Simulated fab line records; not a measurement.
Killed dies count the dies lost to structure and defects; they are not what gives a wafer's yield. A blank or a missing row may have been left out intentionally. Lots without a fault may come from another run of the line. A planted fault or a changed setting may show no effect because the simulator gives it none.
fab line records :: flow nandHarc
record:
  lots: 6
  wafers: 18
  lastDay: 25
route steps=1159 shown P_M2@321
lots that met no fault: taken from a fault-free run of the same line
startH: the number of hours between the record's first day and the start of the first shown wafer of the lot :: waitH: hours since the lot's step before :: " unchanged from the row above :: L1.1+2: a row that stands for several wafers :: - no value present, or no start provided :: * or withheld: withheld :: < > ~ a bound
route shown NAME@n: names a module that has steps shown in the file, with the first one's number in the route :: usual: mean/standard deviation of fault-free wafers :: same: alike in all rows :: chamber/n: place in a boat :: sites: readings site by site :: _std_site: the values' standard deviation :: _edge_site: mean of outer sites minus mean of inner sites :: radiusMm: for every site, how far away it sits from the centre of the wafer :: mask NAME#n: copy n :: behind: tool/chamber where the wafer was last shaped :: hold: the reason the lot was held/the length of the hold in hours/how it ended :: device: names the non-switching transistor (n, p or np) :: end of line: the same wafers' tests at the end of the route :: for a step that has no rows: nothing shown but its recipe :: killed: not the wafer's yield, but the dies lost to structure and defects at the first sort :: map: shows each die of a wafer: x if killed, . if not, _ if none is there
set.NAME: the setting that was run; set.NAME@STEP: the one run at that earlier step :: model.NAME: the simulator's own value behind a step, which no gauge read
certain route steps with their lots: each step a table, each wafer a row
services: the hour from which a tool's chamber was out of use, counted from the record's first day as startH (under 0 if before that day), plus the number of hours and why
== steps ==
step: NHARC_P_M2_COAT_34
recipe:
  tempC: 200
  timeS: 65
step: NHARC_P_M2_COAT_03
recipe:
  spinRpm: 1500
  resistThkNm: 90
step: NHARC_P_M2_SOFTBAKE_04
recipe:
  tempC: 105
  timeS: 55
step: NHARC_P_M2_EBR_05
step: NHARC_P_M2_EXPOSE_06
recipe:
  na: 1.35
  targetCdNm: 170
  doseMj: 80.78
  maskId: P_M2
step: NHARC_P_M2_PEB_07
recipe:
  pebTempC: 100
  pebTimeS: 65
step: NHARC_P_M2_DEVELOP_08
recipe:
  developTimeS: 35
  devTempC: 23
step: NHARC_P_M2_CD_MEAS_09
recipe:
  targetCdNm: 170
  landingEnergyEv: 500
usual:
  cdNm: 170.6/0.65
same:
  landingEnergyEv: 500
lot.wafer: L920.1
tool: cdSem-03
chamber: 0
startH: 181.22
waitH: -
cdNm: 169.7

lot.wafer: L920.2
tool: cdSem-03
chamber: 0
startH: 181.22
waitH: -
cdNm: 170.6

lot.wafer: L920.3
tool: cdSem-03
chamber: 0
startH: 181.22
waitH: -
cdNm: 170.3

lot.wafer: L924.2
tool: cdSem-01
chamber: 0
startH: 205.51
waitH: -
cdNm: 170.6

lot.wafer: L924.3
tool: cdSem-01
chamber: 0
startH: 205.51
waitH: -
cdNm: 170.1

lot.wafer: L924.6
tool: cdSem-01
chamber: 0
startH: 205.51
waitH: -
cdNm: 171.9

lot.wafer: L929.2
tool: cdSem-03
chamber: 0
startH: 239.27
waitH: -
cdNm: 171.2

lot.wafer: L929.4
tool: cdSem-03
chamber: 0
startH: 239.27
waitH: -
cdNm: 171.3

lot.wafer: L929.5
tool: cdSem-03
chamber: 0
startH: 239.27
waitH: -
cdNm: 171.2

lot.wafer: L930.1
tool: cdSem-03
chamber: 0
startH: 244.49
waitH: -
cdNm: 170.2

lot.wafer: L930.3
tool: cdSem-03
chamber: 0
startH: 244.49
waitH: -
cdNm: 170.7

lot.wafer: L930.6
tool: cdSem-03
chamber: 0
startH: 244.49
waitH: -
cdNm: 170.6

lot.wafer: L932.3
tool: cdSem-02
chamber: 0
startH: 250.50
waitH: -
cdNm: 171.2

lot.wafer: L932.4
tool: cdSem-02
chamber: 0
startH: 250.50
waitH: -
cdNm: 170.7

lot.wafer: L932.5
tool: cdSem-02
chamber: 0
startH: 250.50
waitH: -
cdNm: 169.9

lot.wafer: L933.1
tool: cdSem-01
chamber: 0
startH: 261.47
waitH: -
cdNm: 170.3

lot.wafer: L933.2
tool: cdSem-01
chamber: 0
startH: 261.47
waitH: -
cdNm: 171.1

lot.wafer: L933.5
tool: cdSem-01
chamber: 0
startH: 261.47
waitH: -
cdNm: 172.0
step: NHARC_P_M2_OVL_MEAS_10
recipe:
  pitchNm: 340
usual:
  overlayXNm: -0.4/0.9
  overlayYNm: 0.1/0.65
lot.wafer: L920.1
tool: overlay-01
chamber: -
startH: 181.31
waitH: -
overlayXNm: -0.9
overlayYNm: 0.2

lot.wafer: L920.2
tool: overlay-01
chamber: -
startH: 181.31
waitH: -
overlayXNm: -1.1
overlayYNm: 0.9

lot.wafer: L920.3
tool: overlay-01
chamber: -
startH: 181.31
waitH: -
overlayXNm: -0.7
overlayYNm: 0.7

lot.wafer: L924.2
tool: overlay-01
chamber: -
startH: 205.60
waitH: -
overlayXNm: 0.3
overlayYNm: 0.3

lot.wafer: L924.3
tool: overlay-01
chamber: -
startH: 205.60
waitH: -
overlayXNm: -0.2
overlayYNm: 0.6

lot.wafer: L924.6
tool: overlay-01
chamber: -
startH: 205.60
waitH: -
overlayXNm: -0.5
overlayYNm: -0.1

lot.wafer: L929.2
tool: overlay-02
chamber: -
startH: 239.35
waitH: -
overlayXNm: -0.5
overlayYNm: -0.3

lot.wafer: L929.4
tool: overlay-02
chamber: -
startH: 239.35
waitH: -
overlayXNm: -0.5
overlayYNm: -0.1

lot.wafer: L929.5
tool: overlay-02
chamber: -
startH: 239.35
waitH: -
overlayXNm: -0.4
overlayYNm: 0.0

lot.wafer: L930.1
tool: overlay-01
chamber: -
startH: 244.58
waitH: -
overlayXNm: 0.2
overlayYNm: 0.2

lot.wafer: L930.3
tool: overlay-01
chamber: -
startH: 244.58
waitH: -
overlayXNm: -0.5
overlayYNm: 0.0

lot.wafer: L930.6
tool: overlay-01
chamber: -
startH: 244.58
waitH: -
overlayXNm: -0.2
overlayYNm: 0.6

lot.wafer: L932.3
tool: overlay-02
chamber: -
startH: 250.58
waitH: -
overlayXNm: -1.7
overlayYNm: -0.3

lot.wafer: L932.4
tool: overlay-02
chamber: -
startH: 250.58
waitH: -
overlayXNm: -1.3
overlayYNm: -0.6

lot.wafer: L932.5
tool: overlay-02
chamber: -
startH: 250.58
waitH: -
overlayXNm: -1.1
overlayYNm: -0.3

lot.wafer: L933.1
tool: overlay-01
chamber: -
startH: 261.56
waitH: -
overlayXNm: -1.7
overlayYNm: 0.3

lot.wafer: L933.2
tool: overlay-01
chamber: -
startH: 261.56
waitH: -
overlayXNm: -1.6
overlayYNm: 1.1

lot.wafer: L933.5
tool: overlay-01
chamber: -
startH: 261.56
waitH: -
overlayXNm: -1.1
overlayYNm: 0.8
step: NHARC_P_M2_INSPECT_11
usual:
  rawDefectCount: 4.1/2.2
lot.wafer: L920.1
tool: defectInspect-01
chamber: -
startH: 181.34
waitH: 0.0
rawDefectCount: 3

lot.wafer: L920.2
tool: defectInspect-01
chamber: -
startH: 181.34
waitH: 0.0
rawDefectCount: 5

lot.wafer: L920.3
tool: defectInspect-01
chamber: -
startH: 181.34
waitH: 0.0
rawDefectCount: 2

lot.wafer: L924.2
tool: defectInspect-02
chamber: -
startH: 205.63
waitH: 0.0
rawDefectCount: 4

lot.wafer: L924.3
tool: defectInspect-02
chamber: -
startH: 205.63
waitH: 0.0
rawDefectCount: 4

lot.wafer: L924.6
tool: defectInspect-02
chamber: -
startH: 205.63
waitH: 0.0
rawDefectCount: 5

lot.wafer: L929.2
tool: defectInspect-02
chamber: -
startH: 239.39
waitH: 0.0
rawDefectCount: 1

lot.wafer: L929.4
tool: defectInspect-02
chamber: -
startH: 239.39
waitH: 0.0
rawDefectCount: 1

lot.wafer: L929.5
tool: defectInspect-02
chamber: -
startH: 239.39
waitH: 0.0
rawDefectCount: 8

lot.wafer: L930.1
tool: defectInspect-02
chamber: -
startH: 244.62
waitH: 0.0
rawDefectCount: 3

lot.wafer: L930.3
tool: defectInspect-02
chamber: -
startH: 244.62
waitH: 0.0
rawDefectCount: 3

lot.wafer: L930.6
tool: defectInspect-02
chamber: -
startH: 244.62
waitH: 0.0
rawDefectCount: 2

lot.wafer: L932.3
tool: defectInspect-01
chamber: -
startH: 250.62
waitH: 0.0
rawDefectCount: 5

lot.wafer: L932.4
tool: defectInspect-01
chamber: -
startH: 250.62
waitH: 0.0
rawDefectCount: 8

lot.wafer: L932.5
tool: defectInspect-01
chamber: -
startH: 250.62
waitH: 0.0
rawDefectCount: 7

lot.wafer: L933.1
tool: defectInspect-02
chamber: -
startH: 261.60
waitH: 0.0
rawDefectCount: 8

lot.wafer: L933.2
tool: defectInspect-02
chamber: -
startH: 261.60
waitH: 0.0
rawDefectCount: 7

lot.wafer: L933.5
tool: defectInspect-02
chamber: -
startH: 261.60
waitH: 0.0
rawDefectCount: 2
step: NHARC_P_M2_DESCUM_14
recipe:
  timeS: 3
  o2FlowSccm: 200
  arFlowSccm: 0
  biasPowerW: 0
  chemistry: O2
usual:
  drypumpMotorCurrentA: 6.0/0.53
  mfcArSccm: 0.005/0.0071
  o2FlowSccm: 199.9/0.56
  oesProductAu: 0.999/0.013
  rfVppV: 57.9/0.96
  showerheadPlenumPTorr: 1.94/0.087
  throttleValvePct: 11.311/0.0097
same:
  timeS: 3
lot.wafer: L920.1
tool: rieDiel-05
chamber: 2
startH: 181.40
waitH: 0.1
drypumpMotorCurrentA: 6.1
mfcArSccm: 0.018
o2FlowSccm: 198.2
oesProductAu: 0.999
rfHoursCounterH: 2
rfVppV: 58.8
showerheadPlenumPTorr: 1.87
throttleValvePct: 11.316

lot.wafer: L920.3
tool: rieDiel-05
chamber: 3
startH: 181.40
waitH: 0.1
drypumpMotorCurrentA: 5.7
mfcArSccm: 0.005
o2FlowSccm: 199.6
oesProductAu: 1.023
rfHoursCounterH: 2
rfVppV: 57.0
showerheadPlenumPTorr: 1.97
throttleValvePct: 11.312

lot.wafer: L920.2
tool: rieDiel-05
chamber: 0
startH: 181.40
waitH: 0.1
drypumpMotorCurrentA: 5.9
mfcArSccm: 0
o2FlowSccm: 199.9
oesProductAu: 0.988
rfHoursCounterH: 2
rfVppV: 57.3
showerheadPlenumPTorr: 1.94
throttleValvePct: 11.292

lot.wafer: L924.3
tool: rieDiel-06
chamber: 3
startH: 205.69
waitH: 0.1
drypumpMotorCurrentA: 5.4
mfcArSccm: 0
o2FlowSccm: 199.0
oesProductAu: 1.012
rfHoursCounterH: 5
rfVppV: 57.3
showerheadPlenumPTorr: 2.03
throttleValvePct: 11.294

lot.wafer: L924.2
tool: rieDiel-06
chamber: 0
startH: 205.69
waitH: 0.1
drypumpMotorCurrentA: 6.7
mfcArSccm: 0
o2FlowSccm: 199.3
oesProductAu: 0.981
rfHoursCounterH: 5
rfVppV: 58.7
showerheadPlenumPTorr: 1.89
throttleValvePct: 11.332

lot.wafer: L924.6
tool: rieDiel-06
chamber: 0
startH: 205.69
waitH: 0.1
drypumpMotorCurrentA: 6.7
mfcArSccm: 0
o2FlowSccm: 200.2
oesProductAu: 0.979
rfHoursCounterH: -
rfVppV: 58.1
showerheadPlenumPTorr: 1.89
throttleValvePct: 11.305

lot.wafer: L929.2
tool: rieDiel-05
chamber: 0
startH: 239.47
waitH: 0.1
drypumpMotorCurrentA: 5.9
mfcArSccm: 0
o2FlowSccm: 200.2
oesProductAu: 0.999
rfHoursCounterH: 13
rfVppV: 58.2
showerheadPlenumPTorr: 1.94
throttleValvePct: 11.293

lot.wafer: L929.4
tool: rieDiel-05
chamber: 1
startH: 239.47
waitH: 0.1
drypumpMotorCurrentA: 5.8
mfcArSccm: 0.012
o2FlowSccm: 199.5
oesProductAu: 1.003
rfHoursCounterH: 8
rfVppV: 56.7
showerheadPlenumPTorr: 1.87
throttleValvePct: 11.291

lot.wafer: L929.5
tool: rieDiel-05
chamber: 2
startH: 239.47
waitH: 0.1
drypumpMotorCurrentA: 6.1
mfcArSccm: 0.018
o2FlowSccm: 199.6
oesProductAu: 0.997
rfHoursCounterH: -
rfVppV: 57.6
showerheadPlenumPTorr: 1.87
throttleValvePct: 11.323

lot.wafer: L930.3
tool: rieDiel-05
chamber: 3
startH: 244.68
waitH: 0.1
drypumpMotorCurrentA: 5.7
mfcArSccm: 0.005
o2FlowSccm: 199.4
oesProductAu: 1.013
rfHoursCounterH: 17
rfVppV: 58.4
showerheadPlenumPTorr: 1.96
throttleValvePct: 11.300

lot.wafer: L930.1
tool: rieDiel-05
chamber: 2
startH: 244.68
waitH: 0.1
drypumpMotorCurrentA: 6.1
mfcArSccm: 0.018
o2FlowSccm: 200.0
oesProductAu: 0.991
rfHoursCounterH: 17
rfVppV: 59.3
showerheadPlenumPTorr: 1.87
throttleValvePct: 11.312

lot.wafer: L930.6
tool: rieDiel-05
chamber: 0
startH: 244.68
waitH: 0.1
drypumpMotorCurrentA: 5.9
mfcArSccm: 0
o2FlowSccm: 199.6
oesProductAu: 0.987
rfHoursCounterH: -
rfVppV: 57.5
showerheadPlenumPTorr: 1.94
throttleValvePct: 11.311

lot.wafer: L932.3
tool: rieDiel-06
chamber: 1
startH: 250.68
waitH: 0.1
drypumpMotorCurrentA: 5.4
mfcArSccm: 0.008
o2FlowSccm: 199.5
oesProductAu: 0.986
rfHoursCounterH: 0
rfVppV: 57.8
showerheadPlenumPTorr: 1.80
throttleValvePct: 11.307

lot.wafer: L932.4
tool: rieDiel-06
chamber: 0
startH: 250.68
waitH: 0.1
drypumpMotorCurrentA: 6.7
mfcArSccm: 0
o2FlowSccm: 200.9
oesProductAu: 0.983
rfHoursCounterH: 0
rfVppV: 55.6
showerheadPlenumPTorr: 1.89
throttleValvePct: 11.311

lot.wafer: L932.5
tool: rieDiel-06
chamber: 2
startH: 250.68
waitH: 0.1
drypumpMotorCurrentA: 6.6
mfcArSccm: 0.005
o2FlowSccm: 198.8
oesProductAu: 1.001
rfHoursCounterH: -
rfVppV: 58.9
showerheadPlenumPTorr: 2.06
throttleValvePct: 11.318

lot.wafer: L933.2
tool: rieDiel-06
chamber: 3
startH: 261.66
waitH: 0.1
drypumpMotorCurrentA: 5.4
mfcArSccm: 0
o2FlowSccm: 199.4
oesProductAu: 1.015
rfHoursCounterH: 0
rfVppV: 59.2
showerheadPlenumPTorr: 2.02
throttleValvePct: 11.312

lot.wafer: L933.1
tool: rieDiel-06
chamber: 2
startH: 261.66
waitH: 0.1
drypumpMotorCurrentA: 6.6
mfcArSccm: 0.005
o2FlowSccm: 200.5
oesProductAu: 1.008
rfHoursCounterH: 0
rfVppV: 57.9
showerheadPlenumPTorr: 2.06
throttleValvePct: 11.311

lot.wafer: L933.5
tool: rieDiel-06
chamber: 0
startH: 261.66
waitH: 0.1
drypumpMotorCurrentA: 6.6
mfcArSccm: 0
o2FlowSccm: 200.2
oesProductAu: 0.990
rfHoursCounterH: -
rfVppV: 56.2
showerheadPlenumPTorr: 1.89
throttleValvePct: 11.315
step: NHARC_P_M2_ETCH_35
recipe:
  targetDepthA: 400
  overetchA: 120
  timeS: 43.94
  ionEnergyEv: 200
  n2FlowSccm: 150
  h2FlowSccm: 150
  arFlowSccm: 0
  rfW: 400
  biasW: 150
  chemistry: N2/H2
usual:
  drypumpMotorCurrentA: 6.0/0.52
  mfcArSccm: 0.006/0.0077
  oesProductAu: 1.000/0.012
  rfVppV: 431.2/2.8
  showerheadPlenumPTorr: 2.06/0.097
  throttleValvePct: 14.172/0.0099
same:
  timeS: 43.94
lot.wafer: L920.2
tool: rieDiel-05
chamber: 3
startH: 181.53
waitH: 0.1
drypumpMotorCurrentA: 5.8
mfcArSccm: 0.005
oesProductAu: 1.031
rfHoursCounterH: 2
rfVppV: 431.1
showerheadPlenumPTorr: 2.10
throttleValvePct: 14.164

lot.wafer: L920.1
tool: rieDiel-05
chamber: 0
startH: 181.53
waitH: 0.1
drypumpMotorCurrentA: 5.9
mfcArSccm: 0
oesProductAu: 0.995
rfHoursCounterH: 2
rfVppV: 432.4
showerheadPlenumPTorr: 2.07
throttleValvePct: 14.172

lot.wafer: L920.3
tool: rieDiel-05
chamber: 2
startH: 181.53
waitH: 0.1
drypumpMotorCurrentA: 6.1
mfcArSccm: 0.018
oesProductAu: 1.009
rfHoursCounterH: 2
rfVppV: 429.2
showerheadPlenumPTorr: 2.00
throttleValvePct: 14.171

lot.wafer: L924.2
tool: rieDiel-06
chamber: 2
startH: 205.78
waitH: 0.1
drypumpMotorCurrentA: 6.6
mfcArSccm: 0.005
oesProductAu: 0.999
rfHoursCounterH: 5
rfVppV: 434.8
showerheadPlenumPTorr: 2.20
throttleValvePct: 14.179

lot.wafer: L924.3
tool: rieDiel-06
chamber: 1
startH: 205.78
waitH: 0.1
drypumpMotorCurrentA: 5.4
mfcArSccm: 0.008
oesProductAu: 1.005
rfHoursCounterH: 5
rfVppV: 426.0
showerheadPlenumPTorr: 1.92
throttleValvePct: 14.147

lot.wafer: L924.6
tool: rieDiel-06
chamber: 3
startH: 205.78
waitH: 0.1
drypumpMotorCurrentA: 5.4
mfcArSccm: 0
oesProductAu: 1.012
rfHoursCounterH: -
rfVppV: 433.6
showerheadPlenumPTorr: 2.16
throttleValvePct: 14.171

lot.wafer: L929.4
tool: rieDiel-05
chamber: 1
startH: 239.53
waitH: 0.1
drypumpMotorCurrentA: 5.8
mfcArSccm: 0.012
oesProductAu: 1.011
rfHoursCounterH: 8
rfVppV: 429.7
showerheadPlenumPTorr: 2.00
throttleValvePct: 14.170

lot.wafer: L929.2
tool: rieDiel-05
chamber: 3
startH: 239.53
waitH: 0.1
drypumpMotorCurrentA: 5.7
mfcArSccm: 0.005
oesProductAu: 1.026
rfHoursCounterH: 16
rfVppV: 432.0
showerheadPlenumPTorr: 2.09
throttleValvePct: 14.175

lot.wafer: L929.5
tool: rieDiel-05
chamber: 1
startH: 239.53
waitH: 0.1
drypumpMotorCurrentA: 5.8
mfcArSccm: 0.012
oesProductAu: 1.009
rfHoursCounterH: -
rfVppV: 430.8
showerheadPlenumPTorr: 2.00
throttleValvePct: 14.182

lot.wafer: L930.1
tool: rieDiel-05
chamber: 0
startH: 244.78
waitH: 0.1
drypumpMotorCurrentA: 6.0
mfcArSccm: 0
oesProductAu: 0.991
rfHoursCounterH: 14
rfVppV: 430.5
showerheadPlenumPTorr: 2.07
throttleValvePct: 14.178

lot.wafer: L930.3
tool: rieDiel-05
chamber: 1
startH: 244.78
waitH: 0.1
drypumpMotorCurrentA: 5.8
mfcArSccm: 0.012
oesProductAu: 1.005
rfHoursCounterH: 9
rfVppV: 430.2
showerheadPlenumPTorr: 2.00
throttleValvePct: 14.172

lot.wafer: L930.6
tool: rieDiel-05
chamber: 2
startH: 244.78
waitH: 0.1
drypumpMotorCurrentA: 6.1
mfcArSccm: 0.018
oesProductAu: 0.989
rfHoursCounterH: -
rfVppV: 429.9
showerheadPlenumPTorr: 1.99
throttleValvePct: 14.178

lot.wafer: L932.4
tool: rieDiel-06
chamber: 0
startH: 250.76
waitH: 0.1
drypumpMotorCurrentA: 6.7
mfcArSccm: 0
oesProductAu: 0.983
rfHoursCounterH: 0
rfVppV: 429.3
showerheadPlenumPTorr: 2.02
throttleValvePct: 14.181

lot.wafer: L932.3
tool: rieDiel-06
chamber: 2
startH: 250.76
waitH: 0.1
drypumpMotorCurrentA: 6.6
mfcArSccm: 0.005
oesProductAu: 1.012
rfHoursCounterH: 0
rfVppV: 433.9
showerheadPlenumPTorr: 2.20
throttleValvePct: 14.182

lot.wafer: L932.5
tool: rieDiel-06
chamber: 1
startH: 250.76
waitH: 0.1
drypumpMotorCurrentA: 5.4
mfcArSccm: 0.008
oesProductAu: 0.990
rfHoursCounterH: -
rfVppV: 426.0
showerheadPlenumPTorr: 1.92
throttleValvePct: 14.164

lot.wafer: L933.2
tool: rieDiel-06
chamber: 0
startH: 261.74
waitH: 0.1
drypumpMotorCurrentA: 6.7
mfcArSccm: 0
oesProductAu: 0.984
rfHoursCounterH: 0
rfVppV: 428.1
showerheadPlenumPTorr: 2.02
throttleValvePct: 14.182

lot.wafer: L933.1
tool: rieDiel-06
chamber: 3
startH: 261.74
waitH: 0.1
drypumpMotorCurrentA: 5.4
mfcArSccm: 0
oesProductAu: 1.015
rfHoursCounterH: 0
rfVppV: 433.6
showerheadPlenumPTorr: 2.16
throttleValvePct: 14.175

lot.wafer: L933.5
tool: rieDiel-06
chamber: 1
startH: 261.74
waitH: 0.1
drypumpMotorCurrentA: 5.4
mfcArSccm: 0.008
oesProductAu: 0.991
rfHoursCounterH: -
rfVppV: 427.4
showerheadPlenumPTorr: 1.92
throttleValvePct: 14.170
step: NHARC_P_M2_ETCH_15
recipe:
  targetDepthA: 1825
  timeS: 91.2
  c4f8FlowSccm: withheld
  arFlowSccm: 400
  rfW: 600
  biasW: 300
  chemistry: C4F8/Ar
usual:
  oesProductAu: 0.946/0.023
  rfVppV: 441.6/2.7
same:
  timeS: 91.2
lot.wafer: L920.1
tool: rieDiel-05
chamber: 2
startH: 181.63
waitH: -
oesProductAu: 0.947
rfHoursCounterH: 2
rfVppV: 439.1

lot.wafer: L920.3
tool: rieDiel-05
chamber: 3
startH: 181.63
waitH: -
oesProductAu: 0.972
rfHoursCounterH: 2
rfVppV: 442.5

lot.wafer: L920.2
tool: rieDiel-05
chamber: 0
startH: 181.63
waitH: -
oesProductAu: 0.934
rfHoursCounterH: 2
rfVppV: 439.7

lot.wafer: L924.2
tool: rieDiel-06
chamber: 3
startH: 205.87
waitH: -
oesProductAu: 0.921
rfHoursCounterH: 5
rfVppV: 443.9

lot.wafer: L924.3
tool: rieDiel-06
chamber: 0
startH: 205.87
waitH: -
oesProductAu: 0.913
rfHoursCounterH: 5
rfVppV: 440.1

lot.wafer: L924.6
tool: rieDiel-06
chamber: 3
startH: 205.87
waitH: -
oesProductAu: 0.933
rfHoursCounterH: -
rfVppV: 444.6

lot.wafer: L929.2
tool: rieDiel-05
chamber: 2
startH: 239.63
waitH: -
oesProductAu: 0.910
rfHoursCounterH: 17
rfVppV: 440.0

lot.wafer: L929.4
tool: rieDiel-05
chamber: 0
startH: 239.63
waitH: -
oesProductAu: 0.809
rfHoursCounterH: 13
rfVppV: 442.6

lot.wafer: L929.5
tool: rieDiel-05
chamber: 1
startH: 239.63
waitH: -
oesProductAu: 0.936
rfHoursCounterH: -
rfVppV: 439.4

lot.wafer: L930.1
tool: rieDiel-05
chamber: 2
startH: 244.87
waitH: -
oesProductAu: 0.916
rfHoursCounterH: 18
rfVppV: 439.4

lot.wafer: L930.3
tool: rieDiel-05
chamber: 0
startH: 244.87
waitH: -
oesProductAu: 0.813
rfHoursCounterH: 14
rfVppV: 442.3

lot.wafer: L930.6
tool: rieDiel-05
chamber: 2
startH: 244.87
waitH: -
oesProductAu: 0.914
rfHoursCounterH: -
rfVppV: 440.2

lot.wafer: L932.3
tool: rieDiel-06
chamber: 3
startH: 250.86
waitH: -
oesProductAu: 1.000
rfHoursCounterH: 0
rfVppV: 442.9

lot.wafer: L932.4
tool: rieDiel-06
chamber: 0
startH: 250.86
waitH: -
oesProductAu: 0.947
rfHoursCounterH: 0
rfVppV: 440.6

lot.wafer: L932.5
tool: rieDiel-06
chamber: 3
startH: 250.86
waitH: -
oesProductAu: 0.994
rfHoursCounterH: -
rfVppV: 443.9

lot.wafer: L933.2
tool: rieDiel-06
chamber: 1
startH: 261.84
waitH: -
oesProductAu: 0.977
rfHoursCounterH: 0
rfVppV: 435.7

lot.wafer: L933.1
tool: rieDiel-06
chamber: 2
startH: 261.84
waitH: -
oesProductAu: 0.981
rfHoursCounterH: 0
rfVppV: 445.0

lot.wafer: L933.5
tool: rieDiel-06
chamber: 1
startH: 261.84
waitH: -
oesProductAu: 0.974
rfHoursCounterH: -
rfVppV: 436.4
step: NHARC_P_M2_CD_MEAS_16
usual:
  cdNm: 170.6/0.93
lot.wafer: L920.1
tool: cdSem-02
chamber: -
startH: 181.78
waitH: -
cdNm: 171.7

lot.wafer: L920.2
tool: cdSem-02
chamber: -
startH: 181.78
waitH: -
cdNm: 170.5

lot.wafer: L920.3
tool: cdSem-02
chamber: -
startH: 181.78
waitH: -
cdNm: 169.5

lot.wafer: L924.2
tool: cdSem-02
chamber: -
startH: 206.00
waitH: -
cdNm: 170.8

lot.wafer: L924.3
tool: cdSem-02
chamber: -
startH: 206.00
waitH: -
cdNm: 169.4

lot.wafer: L924.6
tool: cdSem-02
chamber: -
startH: 206.00
waitH: -
cdNm: 171.0

lot.wafer: L929.2
tool: cdSem-01
chamber: -
startH: 239.76
waitH: -
cdNm: 171.8

lot.wafer: L929.4
tool: cdSem-01
chamber: -
startH: 239.76
waitH: -
cdNm: 172.1

lot.wafer: L929.5
tool: cdSem-01
chamber: -
startH: 239.76
waitH: -
cdNm: 171.7

lot.wafer: L930.1
tool: cdSem-03
chamber: -
startH: 245.00
waitH: -
cdNm: 171.1

lot.wafer: L930.3
tool: cdSem-03
chamber: -
startH: 245.00
waitH: -
cdNm: 170.0

lot.wafer: L930.6
tool: cdSem-03
chamber: -
startH: 245.00
waitH: -
cdNm: 170.6

lot.wafer: L932.3
tool: cdSem-02
chamber: -
startH: 250.99
waitH: -
cdNm: 171.8

lot.wafer: L932.4
tool: cdSem-02
chamber: -
startH: 250.99
waitH: -
cdNm: 171.7

lot.wafer: L932.5
tool: cdSem-02
chamber: -
startH: 250.99
waitH: -
cdNm: 170.1

lot.wafer: L933.1
tool: cdSem-02
chamber: -
startH: 261.96
waitH: -
cdNm: 168.8

lot.wafer: L933.2
tool: cdSem-02
chamber: -
startH: 261.96
waitH: -
cdNm: 172.2

lot.wafer: L933.5
tool: cdSem-02
chamber: -
startH: 261.96
waitH: -
cdNm: 170.8
== services ==
tool: rieDiel-05
chamber: -
startH: 163.69
hours: 9.0
kind: pm

tool: rieDiel-05
chamber: 0
startH: 163.69
hours: 9.0
kind: ventCycle

tool: rieDiel-05
chamber: 1
startH: 163.69
hours: 9.0
kind: ventCycle

tool: rieDiel-05
chamber: 2
startH: 163.69
hours: 9.0
kind: ventCycle

tool: rieDiel-05
chamber: 3
startH: 163.69
hours: 9.0
kind: ventCycle

tool: rieDiel-06
chamber: 0
startH: 171.20
hours: -
kind: clean

tool: rieDiel-06
chamber: 1
startH: 171.20
hours: -
kind: clean

tool: rieDiel-06
chamber: 2
startH: 171.20
hours: -
kind: clean

tool: rieDiel-06
chamber: 3
startH: 171.20
hours: -
kind: clean

tool: rieDiel-05
chamber: 0
startH: 172.69
hours: -
kind: clean

tool: rieDiel-05
chamber: 0
startH: 172.69
hours: -
kind: consumableReplace:focusRing

tool: rieDiel-05
chamber: 1
startH: 172.69
hours: -
kind: clean

tool: rieDiel-05
chamber: 2
startH: 172.69
hours: -
kind: clean

tool: rieDiel-05
chamber: 3
startH: 172.69
hours: -
kind: clean

tool: rieDiel-05
chamber: 1
startH: 181.30
hours: 29.0
kind: repair

tool: rieDiel-06
chamber: -
startH: 185.59
hours: 0.4
kind: repair

tool: rieDiel-05
chamber: 0
startH: 192.09
hours: 8.7
kind: repair

tool: rieDiel-06
chamber: 0
startH: 195.70
hours: -
kind: clean

tool: rieDiel-06
chamber: 1
startH: 195.70
hours: -
kind: clean

tool: rieDiel-06
chamber: 2
startH: 195.70
hours: -
kind: clean

tool: rieDiel-06
chamber: 3
startH: 195.70
hours: -
kind: clean

tool: rieDiel-06
chamber: 1
startH: 202.30
hours: 1.3
kind: repair

tool: rieDiel-06
chamber: -
startH: 241.20
hours: 9.0
kind: pm

tool: rieDiel-05
chamber: 3
startH: 260.47
hours: 132.0
kind: repair
== key ==
firstSign:
  step: NHARC_P_M2_ETCH_15
  reading: oesProductAu
  direction: down
  sigmas: 5.9
  usual: 0.946
  struck: 0.811
effect none on later readings
metAt NHARC_P_M2_ETCH_15
struckWafers L929.4,L930.3
laterRowsLeftOut L929.4,L930.3
sortLeftOut L929.4,L930.3
onsetBetween 181.63 239.63
fault:
  kind: processParameterDrift
  tool: rieDiel-05
  chamber: 0
  onsetH: 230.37
  steps: NHARC_P_M2_ETCH_15
  channel: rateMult
  offset: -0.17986
  shape: step
  endH: 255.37
sortLeftOut: the simulated sort isn't trusted on such a fault, so these wafers' sort isn't shown, and their yield isn't known
laterRowsLeftOut: the simulator's readings of these wafers behind a module that went badly wrong aren't trusted and aren't shown, but for the sort
